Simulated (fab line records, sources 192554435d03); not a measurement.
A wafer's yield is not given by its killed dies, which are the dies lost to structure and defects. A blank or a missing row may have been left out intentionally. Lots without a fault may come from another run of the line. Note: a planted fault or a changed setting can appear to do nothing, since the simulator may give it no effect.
3 desks looking at one fault    flow n5-finfet    every desk sees just its own numbers, and what lay behind them comes last

## TOOL OWNER'S DESK, rie-diel-02
The tool's own readings at N5_SDB_ETCH_18 (etches SOC in N2/H2, target depth 100 nm, overetch 20 nm, time 150 s): means of the sampled wafers that have a number, for each lot that ran on this tool. A lot is out of limits, marked OUT, if its mean lies more than 4 standard deviations from the usual mean; the brackets give that distance.
Columns: A = drypump-motor-current-A at N5_SDB_ETCH_18, usual 5.7 A; B = oes-product-au at N5_SDB_ETCH_18, usual 0.72 a.u.; C = rf-vpp-V at N5_SDB_ETCH_18, usual 522.7 V; D = showerhead-plenum-p-Torr at N5_SDB_ETCH_18, usual 2.50 Torr; E = throttle-valve-pct at N5_SDB_ETCH_18, usual 17.82 %
lot   first seen here  A    B     C      D     E
L147  day 3 18:05      5.5  0.64  520.7  2.42  18.04
L160  day 7 07:32      5.5  0.64  521.5  2.41  17.89
L162  day 7 14:38      5.4  0.62  520.3  2.39  17.82
Result from this desk: across the 3 lots, nothing is out of limits.

## METROLOGY DESK
What the gauges read, lot by lot, whatever tool the lot ran on: means of the sampled wafers that have a number. A lot is out of limits, marked OUT, if its mean lies more than 4 standard deviations from the usual mean; the brackets give that distance. It has 12 readings; the 7 that lie furthest out on some lot are the ones shown.
Columns: A = cd-nm at N5_SDB_CD_MEAS_11, usual 49.7 nm; B = SDB_OVL at N5_SDB_OVL_MEAS_12, usual 0.4 nm; C = DIBL_P at N5_BEOL_M4_RC_MEAS_101, usual 36.1 mV/V; D = IOFF_N at N5_BEOL_M4_RC_MEAS_101, usual 0.16 nA/um; E = SS_N at N5_BEOL_M4_RC_MEAS_101, usual 71.4 mV/dec; F = SS_P at N5_BEOL_M4_RC_MEAS_101, usual 73.2 mV/dec; G = VT_N at N5_BEOL_M4_RC_MEAS_101, usual 250 mV
lot   first seen here  A     B     C     D     E     F     G
L147  day 3 17:56      49.0  0.7   38.8  0.16  71.2  73.5  251
L150  day 4 11:12      47.4  1.6   36.0  0.16  71.8  73.7  250
L160  day 7 07:16      49.8  0.6   40.3  0.23  72.5  74.5  244
L162  day 7 14:29      50.8  -0.1  38.9  0.20  71.9  73.8  246
L164  day 8 02:41      50.4  0.5   37.5  0.15  71.5  73.0  254
L170  day 9 14:32      49.6  -0.3  36.2  0.14  71.2  72.6  251
Result from this desk: across the 6 lots, nothing is out of limits.

## THE DEFECT DESK
What the inspections along the route counted, lot by lot: means of the sampled wafers that have a number. A lot is out of limits, marked OUT, if its mean lies more than 4 standard deviations from the usual mean; the brackets give that distance.
Columns: A = raw-defect-count at N5_SDB_INSPECT_13, usual 67
lot   first seen here  A
L147  day 3 17:59      59
L150  day 4 11:16      78
L160  day 7 07:20      92
L162  day 7 14:32      90
L164  day 8 02:44      50
L170  day 9 14:35      104
Result from this desk: across the 6 lots, nothing is out of limits.

## TAKEN TOGETHER
The desk of the tool owner found nothing out of limits.
From the metrology desk's view, nothing was out of limits.
No out-of-limits result turned up at the defect desk.

## WHAT THE SIMULATOR PUT IN
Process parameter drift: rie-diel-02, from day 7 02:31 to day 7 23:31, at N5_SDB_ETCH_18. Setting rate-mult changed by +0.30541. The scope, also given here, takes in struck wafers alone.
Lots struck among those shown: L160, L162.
